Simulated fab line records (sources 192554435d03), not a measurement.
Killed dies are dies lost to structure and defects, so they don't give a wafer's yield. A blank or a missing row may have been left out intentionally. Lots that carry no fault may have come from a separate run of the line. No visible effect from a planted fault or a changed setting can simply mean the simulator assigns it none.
Matching of chambers || flow n5-finfet || 4 sister chambers for N5_HKMG_FIN_STRIP_34 on rie-diel-02
The step strips in CF4. 16 wafers are shown with their chamber, then 8 later ones without.

== EACH WAFER AND ITS CHAMBER ==
{"wafer": "L075.2", "chamber": 3, "showerhead-plenum-p-Torr (Torr)": 1.88, "throttle-valve-pct (%)": 13.61, "oes-product-au (a.u.)": 0.79}
{"wafer": "L075.4", "chamber": 0, "showerhead-plenum-p-Torr (Torr)": 1.81, "throttle-valve-pct (%)": 13.75, "oes-product-au (a.u.)": 0.77}
{"wafer": "L075.6", "chamber": 1, "showerhead-plenum-p-Torr (Torr)": 1.76, "throttle-valve-pct (%)": 13.42, "oes-product-au (a.u.)": 0.94}
{"wafer": "L077.1", "chamber": 3, "showerhead-plenum-p-Torr (Torr)": 1.87, "throttle-valve-pct (%)": 13.63, "oes-product-au (a.u.)": 0.79}
{"wafer": "L077.2", "chamber": 0, "showerhead-plenum-p-Torr (Torr)": 1.81, "throttle-valve-pct (%)": 13.76, "oes-product-au (a.u.)": 0.76}
{"wafer": "L077.5", "chamber": 1, "showerhead-plenum-p-Torr (Torr)": 1.76, "throttle-valve-pct (%)": 13.44, "oes-product-au (a.u.)": 0.92}
{"wafer": "L078.2", "chamber": 1, "showerhead-plenum-p-Torr (Torr)": 1.76, "throttle-valve-pct (%)": 13.44, "oes-product-au (a.u.)": 0.91}
{"wafer": "L078.5", "chamber": 2, "showerhead-plenum-p-Torr (Torr)": 1.76, "throttle-valve-pct (%)": 13.50, "oes-product-au (a.u.)": 0.99}
{"wafer": "L078.6", "chamber": 3, "showerhead-plenum-p-Torr (Torr)": 1.87, "throttle-valve-pct (%)": 13.63, "oes-product-au (a.u.)": 0.78}
{"wafer": "L080.2", "chamber": 0, "showerhead-plenum-p-Torr (Torr)": 1.81, "throttle-valve-pct (%)": 13.78, "oes-product-au (a.u.)": 0.75}
{"wafer": "L080.5", "chamber": 0, "showerhead-plenum-p-Torr (Torr)": 1.81, "throttle-valve-pct (%)": 13.77, "oes-product-au (a.u.)": 0.75}
{"wafer": "L080.6", "chamber": 3, "showerhead-plenum-p-Torr (Torr)": 1.87, "throttle-valve-pct (%)": 13.65, "oes-product-au (a.u.)": 0.78}
{"wafer": "L082.1", "chamber": 2, "showerhead-plenum-p-Torr (Torr)": 1.76, "throttle-valve-pct (%)": 13.52, "oes-product-au (a.u.)": 0.93}
{"wafer": "L082.3", "chamber": 3, "showerhead-plenum-p-Torr (Torr)": 1.87, "throttle-valve-pct (%)": 13.66, "oes-product-au (a.u.)": 0.78}
{"wafer": "L082.5", "chamber": 3, "showerhead-plenum-p-Torr (Torr)": 1.87, "throttle-valve-pct (%)": 13.67, "oes-product-au (a.u.)": 0.77}
{"wafer": "L083.1", "chamber": 0, "showerhead-plenum-p-Torr (Torr)": 1.81, "throttle-valve-pct (%)": 13.78, "oes-product-au (a.u.)": 0.74}

SIGNATURES (means of the wafers above)
{"reading": "showerhead-plenum-p-Torr", "chamber 0": 1.8100, "chamber 1": 1.7600, "chamber 2": 1.7600, "chamber 3": 1.8717, "scatter within a chamber": 0.00264}
{"reading": "throttle-valve-pct", "chamber 0": 13.7680, "chamber 1": 13.4333, "chamber 2": 13.5100, "chamber 3": 13.6417, "scatter within a chamber": 0.0174}
{"reading": "oes-product-au", "chamber 0": 0.7540, "chamber 1": 0.9233, "chamber 2": 0.9600, "chamber 3": 0.7817, "scatter within a chamber": 0.016}
Rule: for a wafer and a chamber, the distance is found by dividing, reading by reading, the gap between the wafer's reading and the chamber's mean by the reading's scatter, squaring, summing and taking the root. If the next closest chamber is less than 2 further off than the closest, the wafer can't be placed; otherwise it belongs to the closest. How the scatter is found: for the shown wafers, subtract from each reading the mean of its chamber, square and add these, divide the total by (wafers less chambers), then take the root.

== WAFERS MISSING THEIR CHAMBER ==
{"wafer": "L083.3", "showerhead-plenum-p-Torr (Torr)": 1.87, "throttle-valve-pct (%)": 13.66, "oes-product-au (a.u.)": 0.77}
{"wafer": "L083.4", "showerhead-plenum-p-Torr (Torr)": 1.75, "throttle-valve-pct (%)": 13.52, "oes-product-au (a.u.)": 0.93}
{"wafer": "L087.3", "showerhead-plenum-p-Torr (Torr)": 1.75, "throttle-valve-pct (%)": 13.53, "oes-product-au (a.u.)": 0.91}
{"wafer": "L087.4", "showerhead-plenum-p-Torr (Torr)": 1.80, "throttle-valve-pct (%)": 13.80, "oes-product-au (a.u.)": 0.74}
{"wafer": "L087.5", "showerhead-plenum-p-Torr (Torr)": 1.75, "throttle-valve-pct (%)": 13.55, "oes-product-au (a.u.)": 0.91}
{"wafer": "L090.3", "showerhead-plenum-p-Torr (Torr)": 1.75, "throttle-valve-pct (%)": 13.55, "oes-product-au (a.u.)": 0.89}
{"wafer": "L090.4", "showerhead-plenum-p-Torr (Torr)": 1.87, "throttle-valve-pct (%)": 13.68, "oes-product-au (a.u.)": 0.77}
{"wafer": "L090.5", "showerhead-plenum-p-Torr (Torr)": 1.75, "throttle-valve-pct (%)": 13.55, "oes-product-au (a.u.)": 0.89}

== EACH ONE'S CHAMBER ==
{"wafer": "L083.3", "from the rows above": 3, "in truth": 3}
{"wafer": "L083.4", "from the rows above": 2, "in truth": 2}
{"wafer": "L087.3", "from the rows above": "can't be placed: 2 or 1", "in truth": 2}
{"wafer": "L087.4", "from the rows above": 0, "in truth": 0}
{"wafer": "L087.5", "from the rows above": 2, "in truth": 2}
{"wafer": "L090.3", "from the rows above": "can't be placed: 2 or 1", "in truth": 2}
{"wafer": "L090.4", "from the rows above": 3, "in truth": 3}
{"wafer": "L090.5", "from the rows above": "can't be placed: 2 or 1", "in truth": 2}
Placed correctly: 5 of 8. Not placeable from these rows: 3 (in 3, the candidates include the true chamber). Placed wrongly: 0.
